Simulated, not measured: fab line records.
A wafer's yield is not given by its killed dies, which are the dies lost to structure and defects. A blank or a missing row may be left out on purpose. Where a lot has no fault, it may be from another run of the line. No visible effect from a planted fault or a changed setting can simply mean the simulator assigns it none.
fab line records ; flow n5-finfet
record: lots: 7; wafers: 21
route steps=1938 shown FIN_SAQP@99 SD_EPI_N@288 SD_EPI_P@321 SD_ACTIVATION@330 SDB@349 HKMG_FIN@401
start-h: start of the lot's first displayed wafer, in hours after the record's first day ; wait-h: time in hours since the lot's previous step ; " repeats the value in the row above ; L1.1+2: several wafers, shown together as one row ; - no value present, or no start provided ; * or withheld: withheld ; < > ~ a bound
route shown NAME@n: names a module that has steps shown in the file, with the first one's number in the route ; usual: mean/standard deviation of fault-free wafers ; same: alike in all rows ; chamber/n: place in a boat ; sites: readings site by site ; _std_site: the standard deviation of these ; _edge_site: mean of outer sites minus mean of inner sites ; radius-mm: for every site, how far away it sits from the centre of the wafer ; mask NAME#n: copy n ; behind: tool/chamber where the wafer was last shaped ; hold: cause of the lot's hold/its duration in hours/its outcome ; device: names the non-switching transistor (n, p or np) ; end of line: the same wafers' tests at the end of the route ; a step without rows: its recipe alone ; killed: dies that structure and defects cost at the first sort, which is not the same as the wafer's yield ; map: per-die view of a wafer (x killed, . not killed, _ where there is no die)
set.NAME: the setting as run; set.NAME@STEP: as run at that earlier step ; model.NAME: the simulator's own value behind a step, which no gauge read
lots run with intentionally changed settings; tables by step, rows by wafer
== steps ==
step: N5_FIN_SAQP_PECVD_48
recipe: material: SiNx; target-thk-a: 250; temp-c: 400; precursor: SiH4/NH3/N2; pressure-torr: 1.5; rf-w: 300; time-s: 22.1
lot.wafer;tool;chamber;start-h;wait-h;set.time-s;model.SiNx_of_FIN_SAQP_PECVD_48.thk-nm
L076.1;pecvd-02;0;33.22;0.0;22.1;24.51
L076.2;pecvd-02;1;33.22;0.0;22.1;24.19
L076.6;pecvd-02;1;33.22;0.0;22.1;24.72
L078.1;pecvd-01;0;44.71;0.0;22.1;24.47
L078.4;pecvd-01;0;44.71;0.0;21.25;24.25
L078.5;pecvd-01;2;44.71;0.0;22.1;25
L081.3;pecvd-02;1;63.25;0.0;24.47;27.8
L081.4;pecvd-02;0;63.25;0.0;22.1;25.3
L081.6;pecvd-02;2;63.25;0.0;24.47;28.13
L084.1;pecvd-03;2;80.86;0.0;24.97;27.99
L084.4;pecvd-03;1;80.86;0.0;24.97;27.67
L084.6;pecvd-03;0;80.86;0.0;22.1;25.08
L085.2;pecvd-02;1;86.88;0.0;22.1;25.23
L085.5;pecvd-02;2;86.88;0.0;25.29;29.39
L085.6;pecvd-02;1;86.88;0.0;25.29;29.54
L088.1;pecvd-02;0;104.99;0.0;19.1;21.04
L088.5;pecvd-02;0;104.99;0.0;19.1;21.45
L088.6;pecvd-02;2;104.99;0.0;19.1;21.74
L090.1;pecvd-03;0;117.10;0.0;22.1;24.81
L090.2;pecvd-03;1;117.10;0.0;20.6;22.53
L090.5;pecvd-03;2;117.10;0.0;20.6;23.29
step: N5_FIN_SAQP_COAT_10
recipe: resist: CAR-ArF; spin-rpm: 1500; resist-thk-nm: 90
lot.wafer;tool;chamber;start-h;wait-h;set.spin-rpm;model.CAR-ArF_of_FIN_SAQP_COAT_10.thk-nm
L076.1;litho-track-04;0;-;-;1500;89.93
L076.2;litho-track-04;0;-;-;1500;89.82
L076.6;litho-track-04;0;-;-;1500;90.49
L078.1;litho-track-03;0;-;-;1636;86.04
L078.4;litho-track-03;0;-;-;1636;86.27
L078.5;litho-track-03;0;-;-;1500;89.94
L081.3;litho-track-03;0;-;-;1500;90.13
L081.4;litho-track-03;0;-;-;1550;88.81
L081.6;litho-track-03;0;-;-;1500;90.14
L084.1;litho-track-02;0;-;-;1500;89.72
L084.4;litho-track-02;0;-;-;1500;90.14
L084.6;litho-track-02;0;-;-;1500;89.81
L085.2;litho-track-02;0;-;-;1413;92.69
L085.5;litho-track-02;0;-;-;1500;89.5
L085.6;litho-track-02;0;-;-;1500;90.06
L088.1;litho-track-03;0;-;-;1500;89.95
L088.5;litho-track-03;0;-;-;1377;93.69
L088.6;litho-track-03;0;-;-;1377;93.84
L090.1;litho-track-02;0;-;-;1500;89.94
L090.2;litho-track-02;0;-;-;1589;87.43
L090.5;litho-track-02;0;-;-;1500;89.92
step: N5_FIN_SAQP_EBR_12
recipe: solvent: PGMEA; ebr-width-mm: 1.5
step: N5_FIN_SAQP_SOFTBAKE_11
recipe: temp-c: 110; time-s: 60; resist: CAR-ArF
step: N5_FIN_SAQP_DESCUM_21
recipe: chemistry: O2; time-s: 7.9; source-power-w: 50; bias-power-w: 20; pressure-mtorr: 20; rf-frequency-hz: 2.712e+07; temp-c: 40; resist: CAR-ArF; o2-flow-sccm: 225
lot.wafer;tool;chamber;start-h;wait-h;set.spin-rpm@FIN_SAQP_COAT_10;model.CAR-ArF_of_FIN_SAQP_COAT_10.thk-nm
L076.1;rie-diel-05;3;34.06;0.1;1500;83.43
L076.2;rie-diel-05;0;34.06;0.1;1500;83.3
L076.6;rie-diel-05;2;34.06;0.1;1500;83.97
L078.1;rie-diel-02;2;45.50;0.1;1636;79.49
L078.4;rie-diel-02;1;45.50;0.1;1636;79.64
L078.5;rie-diel-02;0;45.50;0.1;1500;83.45
L081.3;rie-diel-01;3;63.96;0.0;1500;83.63
L081.4;rie-diel-01;0;63.96;0.0;1550;82.25
L081.6;rie-diel-01;1;63.96;0.0;1500;83.54
L084.1;rie-diel-02;0;81.44;0.0;1500;83.22
L084.4;rie-diel-02;1;81.44;0.0;1500;83.51
L084.6;rie-diel-02;2;81.44;0.0;1500;83.26
L085.2;rie-diel-02;0;87.66;0.1;1413;86.19
L085.5;rie-diel-02;0;87.66;0.1;1500;83.01
L085.6;rie-diel-02;3;87.66;0.1;1500;83.43
L088.1;rie-diel-05;1;105.70;0.0;1500;83.43
L088.5;rie-diel-05;1;105.70;0.0;1377;87.17
L088.6;rie-diel-05;2;105.70;0.0;1377;87.32
L090.1;rie-diel-02;0;117.89;0.1;1500;83.45
L090.2;rie-diel-02;3;117.89;0.1;1589;80.8
L090.5;rie-diel-02;1;117.89;0.1;1500;83.3
step: N5_FIN_SAQP_ETCH_51
recipe: chemistry: CF4; target: SiARC; target-depth-a: 455; mask-material: CAR-ArF; time-s: 75.8; ion-energy-ev: 80; pressure-mtorr: 40; source-w: 545; bias-w: 36; Ar_flow_sccm: 100; cf4-flow-sccm: 100; ends: cleared
step: N5_FIN_SAQP_ETCH_52
recipe: chemistry: N2/H2; target: SOC; target-depth-a: 1000; overetch-a: 200; mask-material: SiARC; temp-c: 40; time-s: 150; ion-energy-ev: 200; pressure-mtorr: 30; source-w: 840; bias-w: 150; n2-flow-sccm: 200; h2-flow-sccm: 200; ends: end-point
step: N5_FIN_SAQP_HM_OPEN_73
recipe: chemistry: CHF3/O2; target: SiO2; stop-on: a-Si; target-depth-a: 120; over-etch-frac: 1.8; mask-material: SOC; time-s: 16.8; pressure-mtorr: 30; source-w: 650; bias-w: 170; Ar_flow_sccm: 200; CHF3_flow_sccm: 50; O2_flow_sccm: 5; ion-energy-ev: 200; ends: end-point
step: N5_FIN_SAQP_STRIP_74
recipe: chemistry: CHF3/O2; resist: SiARC; rf-frequency-hz: 6e+07
step: N5_FIN_SAQP_MANDREL_ETCH_22
recipe: target-depth-a: 600; chemistry: HBr/Cl2; target: a-Si; stop-on: SiNx; bt-time-s: 10; over-etch-frac: 0.5; time-s: 30; pressure-mtorr: 10; icp-w: 800; bias-w: 75; HBr_flow_sccm: 150; Cl2_flow_sccm: 80; ends: end-point
lot.wafer;tool;chamber;start-h;wait-h;set.time-s@FIN_SAQP_PECVD_48;model.SiNx_of_FIN_SAQP_PECVD_48.thk-nm
L076.1;rie-si-06;2;34.34;0.0;22.1;24.42
L076.2;rie-si-06;1;34.34;0.0;22.1;24.06
L076.6;rie-si-06;1;34.34;0.0;22.1;24.58
L078.1;rie-si-05;2;45.78;0.0;22.1;24.27
L078.4;rie-si-05;0;45.78;0.0;21.25;24.25
L078.5;rie-si-05;0;45.78;0.0;22.1;25
L081.3;rie-si-01;2;64.24;0.0;24.47;27.8
L081.4;rie-si-01;3;64.24;0.0;22.1;25.07
L081.6;rie-si-01;1;64.24;0.0;24.47;28.13
L084.1;rie-si-06;2;81.73;0.0;24.97;27.9
L084.4;rie-si-06;3;81.73;0.0;24.97;27.67
L084.6;rie-si-06;3;81.73;0.0;22.1;25.08
L085.2;rie-si-05;0;87.94;0.0;22.1;25.23
L085.5;rie-si-05;2;87.94;0.0;25.29;29.19
L085.6;rie-si-05;0;87.94;0.0;25.29;29.54
L088.1;rie-si-05;1;105.99;0.0;19.1;21.04
L088.5;rie-si-05;0;105.99;0.0;19.1;21.45
L088.6;rie-si-05;1;105.99;0.0;19.1;21.74
L090.1;rie-si-05;1;118.17;0.0;22.1;24.81
L090.2;rie-si-05;2;118.17;0.0;20.6;22.32
L090.5;rie-si-05;1;118.17;0.0;20.6;23.29
step: N5_FIN_SAQP_STRIP_55
recipe: chemistry: N2/H2; power-w: 500; temp-c: 40; pressure-mtorr: 50; rf-frequency-hz: 6e+07; overash-fraction: 0.3; bias-power-w: 28; h2-frac: 0.5; n2-flow-sccm: 300; h2-flow-sccm: 300
step: N5_FIN_SAQP_STRIP_23
recipe: chemistry: SPM; time-s: 750; temp-c: 130; h2so4-h2o2-vol-ratio: 4
step: N5_FIN_SAQP_MANDREL1_REMOVE_56
recipe: chemistry: HBr/Cl2/O2; bt-time-s: 10; target: a-Si; stop-on: SiNx; endpoint: OES-SiCl; over-etch-frac: 1; icp-w: 600; bias-w: 22; HBr_flow_sccm: 150; Cl2_flow_sccm: 80; O2_flow_sccm: 5; pressure-mtorr: 10
step: N5_FIN_SAQP_ETCH_57
recipe: chemistry: CH3F/O2; target: SiNx; mask-material: SiO2; target-depth-a: 325; time-s: 46.4; pressure-mtorr: 30; source-w: 395; bias-w: 73; Ar_flow_sccm: 150; CH3F_flow_sccm: 30; O2_flow_sccm: 20; ion-energy-ev: 120; ends: cleared
usual: etch-rf-on-time-s: 46.0/0.83
lot.wafer;tool;chamber;start-h;wait-h;set.time-s@FIN_SAQP_PECVD_48;etch-rf-on-time-s;model.etch.depth-nm
L076.1;rie-diel-05;0;36.21;0.0;22.1;46.2;24.42
L076.2;rie-diel-05;3;36.21;0.0;22.1;44.2;24.06
L076.6;rie-diel-05;2;36.21;0.0;22.1;45.6;24.58
L078.1;rie-diel-01;0;47.80;0.1;22.1;44.4;24.27
L078.4;rie-diel-01;3;47.80;0.1;21.25;44.4;24.25
L078.5;rie-diel-01;0;47.80;0.1;22.1;46.0;25
L081.3;rie-diel-05;3;66.36;0.0;24.47;51.2;27.8
L081.4;rie-diel-05;0;66.36;0.0;22.1;46.8;25.07
L081.6;rie-diel-05;0;66.36;0.0;24.47;52.2;28.13
L084.1;rie-diel-05;0;83.97;0.4;24.97;52.3;27.9
L084.4;rie-diel-05;3;83.97;0.4;24.97;51.5;27.67
L084.6;rie-diel-05;3;83.97;0.4;22.1;46.8;25.08
L085.2;rie-diel-05;2;90.51;0.0;22.1;46.3;25.23
L085.5;rie-diel-05;2;90.51;0.0;25.29;53.6;29.19
L085.6;rie-diel-05;3;90.51;0.0;25.29;55.1;29.54
L088.1;rie-diel-05;1;108.07;0.0;19.1;39.4;21.04
L088.5;rie-diel-05;3;108.07;0.0;19.1;39.9;21.45
L088.6;rie-diel-05;2;108.07;0.0;19.1;40.1;21.74
L090.1;rie-diel-05;2;119.98;0.0;22.1;45.6;24.81
L090.2;rie-diel-05;0;119.98;0.0;20.6;41.6;22.32
L090.5;rie-diel-05;3;119.98;0.0;20.6;43.4;23.29
step: N5_SD_EPI_N_EPI_21
recipe: material: Si:P; dopant: P; temp-c: 680; pressure-torr: 255; time-s: 690
lot.wafer;tool;chamber;start-h;wait-h;set.time-s;model.Si-P_of_SD_EPI_N_EPI_21.thk-nm
L076.1;epi-rpcvd-02;0;62.20;0.2;690;58.4
L076.2;epi-rpcvd-02;0;62.20;0.2;690;59
L076.6;epi-rpcvd-02;0;64.06;1.9;690;59.6
L078.1;epi-rpcvd-02;0;74.52;0.3;690;58.2
L078.4;epi-rpcvd-02;0;76.02;1.6;728;59.6
L078.5;epi-rpcvd-02;0;76.02;1.6;728;60.6
L081.3;epi-rpcvd-04;0;92.66;0.9;690;58.4
L081.4;epi-rpcvd-04;0;92.66;0.9;690;58.8
L081.6;epi-rpcvd-04;0;92.66;0.9;690;59.2
L084.1;epi-rpcvd-04;0;113.69;0.2;690;58.4
L084.4;epi-rpcvd-04;0;114.81;1.2;626.2;54.4
L084.6;epi-rpcvd-04;0;114.81;1.2;690;58.6
L085.2;epi-rpcvd-04;0;120.68;0.5;690;58.6
L085.5;epi-rpcvd-04;0;121.80;1.5;727.8;60.6
L085.6;epi-rpcvd-04;0;121.80;1.5;727.8;61
L088.1;epi-rpcvd-01;0;136.58;0.2;690;59
L088.5;epi-rpcvd-01;0;138.07;1.5;758.5;62.4
L088.6;epi-rpcvd-01;0;138.07;1.5;758.5;62.6
L090.1;epi-rpcvd-01;0;145.80;0.1;775.5;63.2
L090.2;epi-rpcvd-01;0;145.80;0.1;775.5;63.4
L090.5;epi-rpcvd-01;0;145.80;0.1;775.5;62.8
step: N5_SD_EPI_N_PRECLEAN_24
recipe: chemistry: O3/DIW; time-s: 60; temp-c: 22; o3-ppm: 10
step: N5_SD_EPI_P_EPI_21
recipe: material: SiGe:B; dopant: B; temp-c: 550; pressure-torr: 20; ambient: H2; time-s: 355
step: N5_SD_EPI_P_HM_STRIP_48
recipe: chemistry: H3PO4; temp-c: 160; material: SiNx; target: SiNx; target-depth-a: 30; overetch-fraction: 0.3
lot.wafer;tool;chamber;start-h;wait-h;set.time-s@SD_EPI_N_EPI_21;model.Si-P_of_SD_EPI_N_EPI_21.thk-nm
L076.1;wet-bench-06;5;70.09;0.0;690;57.6
L076.2;wet-bench-06;0;70.09;0.0;690;58.4
L076.6;wet-bench-06;4;70.09;0.0;690;58.8
L078.1;wet-bench-06;7;84.15;0.0;690;57.6
L078.4;wet-bench-06;3;84.15;0.0;728;58.8
L078.5;wet-bench-06;0;84.15;0.0;728;60
L081.3;wet-bench-05;3;102.73;0.0;690;57.8
L081.4;wet-bench-05;2;102.73;0.0;690;58.2
L081.6;wet-bench-05;6;102.73;0.0;690;58.6
L084.1;wet-bench-06;2;121.44;0.0;690;57.8
L084.4;wet-bench-06;3;121.44;0.0;626.2;53.8
L084.6;wet-bench-06;0;121.44;0.0;690;58
L085.2;wet-bench-05;4;127.92;0.0;690;58
L085.5;wet-bench-05;0;127.92;0.0;727.8;60
L085.6;wet-bench-05;6;127.92;0.0;727.8;60.4
L088.1;wet-bench-05;4;143.80;0.0;690;58.4
L088.5;wet-bench-05;7;143.80;0.0;758.5;61.6
L088.6;wet-bench-05;6;143.80;0.0;758.5;61.8
L090.1;wet-bench-06;1;152.71;0.0;775.5;62.6
L090.2;wet-bench-06;4;152.71;0.0;775.5;62.8
L090.5;wet-bench-06;2;152.71;0.0;775.5;62.2
step: N5_SD_EPI_P_SRD_49
recipe: dry: ipa-marangoni; time-s: 30; temp-c: 23; rinse-liquid: diw
step: N5_SD_EPI_P_PRECLEAN_24
recipe: chemistry: O3/DIW; time-s: 45; temp-c: 22; o3-ppm: 10
step: N5_SD_ACTIVATION_RTA_00
recipe: temp-c: 975; time-s: 0; ambient: N2; idle-temp-c: 600; ramp-up-c-per-s: 150; ramp-down-c-per-s: 60; cool-to-c: 600
step: N5_SD_ACTIVATION_LSA_01
recipe: temp-c: 1080; time-s: 0.0008; ambient: N2
step: N5_SD_ACTIVATION_RS_MEAS_03
recipe: thk-meas-gauge: four-point-probe
usual: RS_SD_N: 21.96/0.26; RS_SD_P: 56.0/1
lot.wafer;tool;chamber;start-h;wait-h;set.time-s@SD_EPI_N_EPI_21;RS_SD_N[ohm/sq];RS_SD_P[ohm/sq]
L076.1;film-metro-01;-;70.79;0.2;690;22.23;56.6
L076.2;film-metro-01;-;70.79;0.2;690;21.78;56.3
L076.6;film-metro-01;-;70.79;0.2;690;21.64;55.9
L078.1;film-metro-01;-;84.73;0.2;690;22.28;57.0
L078.4;film-metro-01;-;84.73;0.2;728;21.56;55.8
L078.5;film-metro-01;-;84.73;0.2;728;21.24;57.1
L081.3;film-metro-01;-;103.44;0.2;690;22.18;56.5
L081.4;film-metro-01;-;103.44;0.2;690;21.95;56.8
L081.6;film-metro-01;-;103.44;0.2;690;21.88;56.9
L084.1;film-metro-02;-;122.07;0.2;690;22.03;55.8
L084.4;film-metro-02;-;122.07;0.2;626.2;23.71;54.8
L084.6;film-metro-02;-;122.07;0.2;690;22.02;55.2
L085.2;film-metro-01;-;128.59;0.2;690;22.19;55.5
L085.5;film-metro-01;-;128.59;0.2;727.8;21.49;55.9
L085.6;film-metro-01;-;128.59;0.2;727.8;21.06;56.0
L088.1;film-metro-01;-;144.38;0.2;690;21.84;57.8
L088.5;film-metro-01;-;144.38;0.2;758.5;20.81;57.5
L088.6;film-metro-01;-;144.38;0.2;758.5;20.70;56.4
L090.1;film-metro-01;-;153.49;0.2;775.5;20.38;53.3
L090.2;film-metro-01;-;153.49;0.2;775.5;20.25;53.5
L090.5;film-metro-01;-;153.49;0.2;775.5;20.52;54.1
step: N5_SDB_COAT_04
recipe: resist: SiARC; temp-c: 220; time-s: 60; spin-rpm: 1500; resist-thk-nm: 18
lot.wafer;tool;chamber;start-h;wait-h;set.spin-rpm;model.SiARC_of_SDB_COAT_04.thk-nm
L076.1+2+6;litho-track-02;0;-;-;1500;18
L078.1+4;litho-track-04;0;-;-;1651;17.2
L078.5;litho-track-04;0;-;-;1500;18.2
L081.3+6;litho-track-02;0;-;-;1611;17.4
L081.4;litho-track-02;0;-;-;1500;18
L084.1+4;litho-track-02;0;-;-;1349;19
L084.6;litho-track-02;0;-;-;1500;18
L085.2+5+6;litho-track-04;0;-;-;1500;18
L088.1;litho-track-02;0;-;-;1500;18
L088.5+6;litho-track-02;0;-;-;1451;18.2
L090.1;litho-track-02;0;-;-;1500;18
L090.2+5;litho-track-02;0;-;-;1441;18.4
step: N5_SDB_COAT_05
recipe: resist: CAR-ArF; spin-rpm: 1500; resist-thk-nm: 90
step: N5_SDB_EBR_07
recipe: solvent: PGMEA; ebr-width-mm: 1.5
step: N5_SDB_DESCUM_16
recipe: chemistry: O2; time-s: 7.9; source-power-w: 50; bias-power-w: 20; pressure-mtorr: 20; rf-frequency-hz: 2.712e+07; temp-c: 40; resist: CAR-ArF; o2-flow-sccm: 225
step: N5_SDB_ETCH_17
recipe: chemistry: CF4; target: SiARC; target-depth-a: 234; mask-material: CAR-ArF; time-s: 39; ion-energy-ev: 80; pressure-mtorr: 40; source-w: 545; bias-w: 36; Ar_flow_sccm: 100; cf4-flow-sccm: 100; ends: cleared
lot.wafer;tool;chamber;start-h;wait-h;set.spin-rpm@SDB_COAT_04;model.etch.depth-nm
L076.1+2;rie-diel-01;2,3;77.88;0.0;1500;17.98
L076.6;rie-diel-01;2;77.88;0.0;1500;18
L078.1;rie-diel-02;0;92.31;0.0;1651;17.22
L078.4;rie-diel-02;3;92.31;0.0;1651;17.2
L078.5;rie-diel-02;2;92.31;0.0;1500;18.14
L081.3;rie-diel-02;3;110.59;0.0;1611;17.42
L081.4;rie-diel-02;1;110.59;0.0;1500;17.99
L081.6;rie-diel-02;0;110.59;0.0;1611;17.34
L084.1;rie-diel-01;3;129.44;0.0;1349;18.95
L084.4;rie-diel-01;0;129.44;0.0;1349;18.94
L084.6;rie-diel-01;0;129.44;0.0;1500;17.97
L085.2+5;rie-diel-02;3,1;135.94;0.0;1500;18.05
L085.6;rie-diel-02;2;135.94;0.0;1500;18.06
L088.1;rie-diel-02;0;151.70;0.0;1500;17.99
L088.5;rie-diel-02;3;151.70;0.0;1451;18.23
L088.6;rie-diel-02;2;151.70;0.0;1451;18.24
L090.1;rie-diel-02;1;160.77;0.0;1500;18.02
L090.2;rie-diel-02;2;160.77;0.0;1441;18.39
L090.5;rie-diel-02;1;160.77;0.0;1441;18.36
step: N5_SDB_ETCH_18
recipe: chemistry: N2/H2; target: SOC; target-depth-a: 1000; overetch-a: 200; mask-material: SiARC; temp-c: 40; time-s: 150; ion-energy-ev: 200; pressure-mtorr: 30; source-w: 840; bias-w: 150; n2-flow-sccm: 200; h2-flow-sccm: 200
lot.wafer;tool;chamber;start-h;wait-h;set.spin-rpm@SDB_COAT_04;model.SiARC_of_SDB_COAT_04.thk-nm
L076.1+6;rie-diel-01;2;77.92;0.0;1500;12.8
L076.2;rie-diel-01;3;77.92;0.0;1500;12.6
L078.1;rie-diel-02;0;92.34;0.0;1651;12
L078.4;rie-diel-02;3;92.34;0.0;1651;11.8
L078.5;rie-diel-02;2;92.34;0.0;1500;13
L081.3+6;rie-diel-02;3,0;110.63;0.0;1611;12
L081.4;rie-diel-02;1;110.63;0.0;1500;12.6
L084.1;rie-diel-01;3;129.48;0.0;1349;13.6
L084.4;rie-diel-01;0;129.48;0.0;1349;13.4
L084.6;rie-diel-01;0;129.48;0.0;1500;12.6
L085.2+5+6;rie-diel-02;3,1,2;135.97;0.0;1500;12.8
L088.1;rie-diel-02;0;151.74;0.0;1500;12.8
L088.5;rie-diel-02;3;151.74;0.0;1451;12.8
L088.6;rie-diel-02;2;151.74;0.0;1451;13
L090.1;rie-diel-02;1;160.80;0.0;1500;12.8
L090.2;rie-diel-02;2;160.80;0.0;1441;13.2
L090.5;rie-diel-02;1;160.80;0.0;1441;13
step: N5_HKMG_FIN_DESCUM_53
recipe: chemistry: O2; time-s: 7.9; source-power-w: 50; bias-power-w: 20; pressure-mtorr: 20; rf-frequency-hz: 2.712e+07; temp-c: 40; resist: CAR-ArF; o2-flow-sccm: 225
lot.wafer;tool;chamber;start-h;wait-h;set.time-s;model.CAR-ArF_of_HKMG_FIN_COAT_43.thk-nm
L076.1+6;rie-diel-01;1,3;83.40;0.0;7.9;83.4
L076.2;rie-diel-01;3;83.40;0.0;7.9;83.2
L078.1;rie-diel-01;3;99.09;0.0;7.9;84
L078.4;rie-diel-01;3;99.09;0.0;7.9;83.8
L078.5;rie-diel-01;0;99.09;0.0;7.9;83.6
L081.3+6;rie-diel-01;1,3;117.25;0.0;7.9;83.6
L081.4;rie-diel-01;2;117.25;0.0;7.9;83.8
L084.1;rie-diel-02;2;135.12;0.0;7.9;83.4
L084.4+6;rie-diel-02;0;135.12;0.0;8.438;83.4
L085.2+6;rie-diel-02;1,2;141.60;0.0;7.9;83.8
L085.5;rie-diel-02;1;141.60;0.0;9.533;82.8
L088.1;rie-diel-01;2;157.28;0.0;8.796;82.8
L088.5;rie-diel-01;2;157.28;0.0;7.9;83.8
L088.6;rie-diel-01;1;157.28;0.0;8.796;82.6
L090.1;rie-diel-01;0;166.46;0.0;8.897;82.8
L090.2;rie-diel-01;3;166.46;0.0;7.9;83.6
L090.5;rie-diel-01;1;166.46;0.0;8.897;83
step: N5_HKMG_FIN_ETCH_54
recipe: chemistry: CF4; target: SiARC; target-depth-a: 455; mask-material: CAR-ArF; time-s: 75.8; ion-energy-ev: 80; pressure-mtorr: 40; source-w: 545; bias-w: 36; Ar_flow_sccm: 100; cf4-flow-sccm: 100; ends: cleared
usual: etch-rf-on-time-s: 75.4/1.2; rf-vpp-V: 184.2/1
lot.wafer;tool;chamber;start-h;wait-h;set.source-w;set.time-s@HKMG_FIN_DESCUM_53;etch-rf-on-time-s;rf-vpp-V;model.CAR-ArF_of_HKMG_FIN_COAT_43.thk-nm
L076.1;rie-diel-01;1;83.44;0.0;545;7.9;75.4;184.3;51
L076.2;rie-diel-01;3;83.44;0.0;545;7.9;75.8;185.4;50.6
L076.6;rie-diel-01;3;83.44;0.0;545;7.9;76.0;184.7;50.8
L078.1;rie-diel-01;3;99.14;0.0;505.2;7.9;79.9;190.5;51.6
L078.4;rie-diel-01;3;99.14;0.0;545;7.9;75.2;184.6;51.2
L078.5;rie-diel-01;0;99.14;0.0;505.2;7.9;79.9;188.2;51.2
L081.3;rie-diel-01;1;117.28;0.0;475.6;7.9;83.8;194.8;51
L081.4;rie-diel-01;2;117.28;0.0;545;7.9;75.5;183.4;51.2
L081.6;rie-diel-01;3;117.28;0.0;475.6;7.9;82.8;193.6;51.2
L084.1;rie-diel-02;2;135.16;0.0;486.9;7.9;83.9;192.8;50.6
L084.4;rie-diel-02;0;135.16;0.0;545;8.438;76.9;184.6;50.6
L084.6;rie-diel-02;0;135.16;0.0;486.9;8.438;85.1;191.2;50.4
L085.2;rie-diel-02;1;141.63;0.0;455.9;7.9;86.9;196.2;51.2
L085.5;rie-diel-02;1;141.63;0.0;545;9.533;74.4;185.8;50.2
L085.6;rie-diel-02;2;141.63;0.0;455.9;7.9;88.1;198.6;51.2
L088.1;rie-diel-01;2;157.32;0.0;545;8.796;76.6;183.5;50.4
L088.5;rie-diel-01;2;157.32;0.0;545;7.9;76.7;183.2;51.4
L088.6;rie-diel-01;1;157.32;0.0;483;8.796;82.9;190.6;50.2
L090.1;rie-diel-01;0;166.50;0.0;581.3;8.897;71.7;181.2;50
L090.2;rie-diel-01;3;166.50;0.0;545;7.9;77.4;184.3;50.8
L090.5;rie-diel-01;1;166.50;0.0;545;8.897;75.7;183.9;50.2
step: N5_HKMG_FIN_EXPOSE_09
recipe: mask-id: NWFM; na: 1.35; source-shape: conventional; sigma-outer: 0.8; polarization: unpolarized; dose-mj: 39.25
lot.wafer;tool;chamber;start-h;wait-h;mask;set.dose-mj
L076.1+2+6;arfi-scanner-01;0;86.94;-;NWFM#0;39.25
L078.1+4;arfi-scanner-01;0;103.07;-;NWFM#0;39.25
L078.5;arfi-scanner-01;0;103.07;-;NWFM#0;40.25
L081.3;arfi-scanner-02;0;120.71;-;NWFM#0;39.25
L081.4+6;arfi-scanner-02;0;120.71;-;NWFM#0;41.68
L084.1+4+6;arfi-scanner-01;0;138.34;-;NWFM#0;39.25
L085.2;arfi-scanner-02;0;145.03;-;NWFM#0;41.07
L085.5+6;arfi-scanner-02;0;145.03;-;NWFM#0;39.25
L088.1+5+6;arfi-scanner-01;0;160.65;-;NWFM#0;39.25
L090.1+2;arfi-scanner-01;0;169.55;-;NWFM#0;39.25
L090.5;arfi-scanner-01;0;169.55;-;NWFM#0;37.08
== key ==
split: step: N5_FIN_SAQP_PECVD_48; setting: time-s; stated: 22.1; by: wafer
response: step: N5_FIN_SAQP_PECVD_48; reading: model.SiNx_of_FIN_SAQP_PECVD_48.thk-nm; change: +0.254; per: 1%; r: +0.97
response: step: N5_FIN_SAQP_MANDREL_ETCH_22; reading: model.SiNx_of_FIN_SAQP_PECVD_48.thk-nm; change: +0.255; per: 1%; r: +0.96
response: step: N5_FIN_SAQP_ETCH_57; reading: etch-rf-on-time-s; change: *; per: 1%; r: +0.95
response: step: N5_FIN_SAQP_ETCH_57; reading: model.etch.depth-nm; change: +0.255; per: 1%; r: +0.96
split: step: N5_FIN_SAQP_COAT_10; setting: spin-rpm; stated: 1500; by: wafer
response: step: N5_FIN_SAQP_COAT_10; reading: model.CAR-ArF_of_FIN_SAQP_COAT_10.thk-nm; change: -0.444; per: 1%; r: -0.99
response: step: N5_FIN_SAQP_DESCUM_21; reading: model.CAR-ArF_of_FIN_SAQP_COAT_10.thk-nm; change: -0.451; per: 1%; r: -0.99
split: step: N5_SD_EPI_N_EPI_21; setting: time-s; stated: 690; by: wafer
response: step: N5_SD_EPI_N_EPI_21; reading: model.Si-P_of_SD_EPI_N_EPI_21.thk-nm; change: +0.389; per: 1%; r: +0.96
response: step: N5_SD_EPI_P_HM_STRIP_48; reading: model.Si-P_of_SD_EPI_N_EPI_21.thk-nm; change: +0.379; per: 1%; r: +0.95
response: step: N5_SD_ACTIVATION_RS_MEAS_03; reading: RS_SD_N; change: -0.149; per: 1%; r: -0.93
split: step: N5_SDB_COAT_04; setting: spin-rpm; stated: 1500; by: wafer
response: step: N5_SDB_COAT_04; reading: model.SiARC_of_SDB_COAT_04.thk-nm; change: -0.0945; per: 1%; r: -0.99
response: step: N5_SDB_ETCH_17; reading: model.etch.depth-nm; change: -0.0912; per: 1%; r: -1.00
response: step: N5_SDB_ETCH_18; reading: model.SiARC_of_SDB_COAT_04.thk-nm; change: -0.092; per: 1%; r: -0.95
split: step: N5_HKMG_FIN_DESCUM_53; setting: time-s; stated: 7.9; by: wafer
response: step: N5_HKMG_FIN_DESCUM_53; reading: model.CAR-ArF_of_HKMG_FIN_COAT_43.thk-nm; change: -0.0551; per: 1%; r: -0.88
response: step: N5_HKMG_FIN_ETCH_54; reading: model.CAR-ArF_of_HKMG_FIN_COAT_43.thk-nm; change: -0.056; per: 1%; r: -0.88
split: step: N5_HKMG_FIN_ETCH_54; setting: source-w; stated: 545; by: wafer
response: step: N5_HKMG_FIN_ETCH_54; reading: etch-rf-on-time-s; change: *; per: 1%; r: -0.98
response: step: N5_HKMG_FIN_ETCH_54; reading: rf-vpp-V; change: -0.705; per: 1%; r: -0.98
split: step: N5_HKMG_FIN_EXPOSE_09; setting: dose-mj; stated: 39.25; by: wafer
response none in this file
